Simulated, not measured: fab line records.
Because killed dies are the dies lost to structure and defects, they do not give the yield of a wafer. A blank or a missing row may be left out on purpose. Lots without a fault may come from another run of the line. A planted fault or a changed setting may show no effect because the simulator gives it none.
Problem report in the 8D (eight disciplines) form, filled by code + flow n5-finfet + the parts of the form that need people (team, actions taken, sign-off) are left out

1. WHAT WENT WRONG
rf-fwd-power-W at N5_BEOL_M8_ETCH_65 reads a mean of 661.9 W on 6 wafers of 2 lots; wafers without a fault read 531.8 W with a standard deviation of 1.7. Relative to the usual mean, that is a shift of +77 standard deviations.
The step: etches SiARC in CF4, target depth 15.6 nm, time 26 s.
Earliest sighting: wafer L437.2 on rie-diel-02 at day 13 11:37. At this step, 30 wafers from 10 lots have a number in the record. By rule, "out" or "out of limits" means more than 4 standard deviations away from the usual mean. All remaining wafers that have a number are taken as sound.

2. WHAT IT IS, AND WHAT IT ISN'T
| question                    | is                                          | is not                                                                |
|-----------------------------|---------------------------------------------|-----------------------------------------------------------------------|
| which readings at this step | rf-fwd-power-W, etch-rf-on-time-s, rf-vpp-V | drypump-motor-current-A, showerhead-plenum-p-Torr, throttle-valve-pct |
| which lots                  | L437, L439                                  | L421, L422, L423, L425, L426, L430, L431, L444                        |
| which wafers of those lots  | all that have a number                      | -                                                                     |
| read on which tools         | rie-diel-02                                 | rie-diel-01, rie-diel-06                                              |
| when                        | from day 13 11:37                           | up to then (21 sound wafers); but 3 sound wafers of L444 came after   |

3. THE SUSPECTS, EACH WITH WHAT RULES IT OUT
Counting: a tool at any process step up to the reading remains a suspect when it ran all the lots that are out and ran no sound lot after the first of those.
- rie-diel-02 at N5_BEOL_M8_ETCH_65 (etches SiARC in CF4, target depth 15.6 nm, time 26 s): kept. It ran every lot that is out, first L437 (day 13 11:37), and no sound lot after that; its last sound lot up to then is L426 (day 10 04:24). Its own readings are out on those wafers: etch-rf-on-time-s, rf-fwd-power-W, rf-vpp-V.
Remaining after the count: rie-diel-02 at N5_BEOL_M8_ETCH_65.

4. THE CAUSE (what the simulator had put in)
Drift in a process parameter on rie-diel-02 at N5_BEOL_M8_ETCH_65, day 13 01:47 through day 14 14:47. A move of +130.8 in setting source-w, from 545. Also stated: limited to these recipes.
Only this tool survived the counting.

5. THE CHAIN OF EFFECTS, in route order
Each row: a reading where the mean over the struck wafers with a number is more than 3 standard deviations away from the usual. Only readings for which the record gives a usual standard deviation are gone through. hours: the time from each lot's start at the first step in this table that gives one to its start at this step, as a median over the lots. sigmas: the change in usual standard deviations.
| hours | step               | reading           | usual   | on struck wafers | change | sigmas |
|-------|--------------------|-------------------|---------|------------------|--------|--------|
| 0     | N5_BEOL_M8_ETCH_65 | etch-rf-on-time-s | 25.6 s  | 20.8             | -4.8   | -7.3   |
| 0     | N5_BEOL_M8_ETCH_65 | rf-fwd-power-W    | 531.8 W | 661.9            | +130.1 | +77    |
| 0     | N5_BEOL_M8_ETCH_65 | rf-vpp-V          | 183.9 V | 170.7            | -13.2  | -11    |
Its process steps:
- N5_BEOL_M8_ETCH_65: etches SiARC in CF4, target depth 15.6 nm, time 26 s.

6. HOW IT WOULD HAVE BEEN CAUGHT EARLIER
In this record the first reading out of limits was taken at day 13 11:37, 10 hours after the fault began at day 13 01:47.
